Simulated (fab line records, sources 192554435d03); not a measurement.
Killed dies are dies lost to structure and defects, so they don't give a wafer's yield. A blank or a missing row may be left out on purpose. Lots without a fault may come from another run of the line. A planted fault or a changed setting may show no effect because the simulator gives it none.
Chamber matching | flow n5_finfet | N5_BEOL_M4_PRE_CLEAN_60 on cvd_co-01: 3 sister chambers
The step time 15 s. 6 wafers are shown with their chamber, then 10 later ones without.

WAFERS WITH THEIR CHAMBER
wafer  | chamber | heater_power_w (W) | rf_fwd_power_W (W)
L085.6 | 2       | 88                 | 297.6
L086.1 | 0       | 105                | 295.4
L086.5 | 2       | 90                 | 297.3
L086.6 | 1       | 79                 | 296.4
L091.1 | 1       | 79                 | 295.2
L091.2 | 0       | 103                | 295.9

WAFERS WITHOUT THEIR CHAMBER
wafer  | heater_power_w (W) | rf_fwd_power_W (W)
L091.3 | 89                 | 297.4
L095.2 | 101                | 295.7
L095.4 | 92                 | 297.3
L095.5 | 106                | 294.2
L096.1 | 80                 | 294.2
L096.3 | 103                | 294.9
L096.6 | 105                | 294.1
L097.3 | 78                 | 296.5
L097.4 | 105                | 294.5
L097.6 | 90                 | 297.4

WHICH CHAMBER EACH WENT THROUGH
wafer  | from the rows above | in truth
L091.3 | 2                   | 2
L095.2 | 0                   | 0
L095.4 | 2                   | 2
L095.5 | 0                   | 0
L096.1 | 1                   | 1
L096.3 | 0                   | 0
L096.6 | 0                   | 0
L097.3 | 1                   | 1
L097.4 | 0                   | 0
L097.6 | 2                   | 2
Placed correctly: 10 of 10. Can't be placed from these rows: 0. Placed wrongly: 0.
How it was worked out, from the rows above alone: a wafer's distance from a chamber is the root of the sum, over the readings, of the square of ((its reading less the chamber's mean) divided by the reading's scatter). The wafer belongs to the nearest chamber; if the next one is less than 2 further off, it can't be placed. A chamber's mean is the mean of its shown wafers. The scatter: the root of (the sum of the squares of (reading less its chamber's mean) over the shown wafers, divided by (wafers less chambers)).
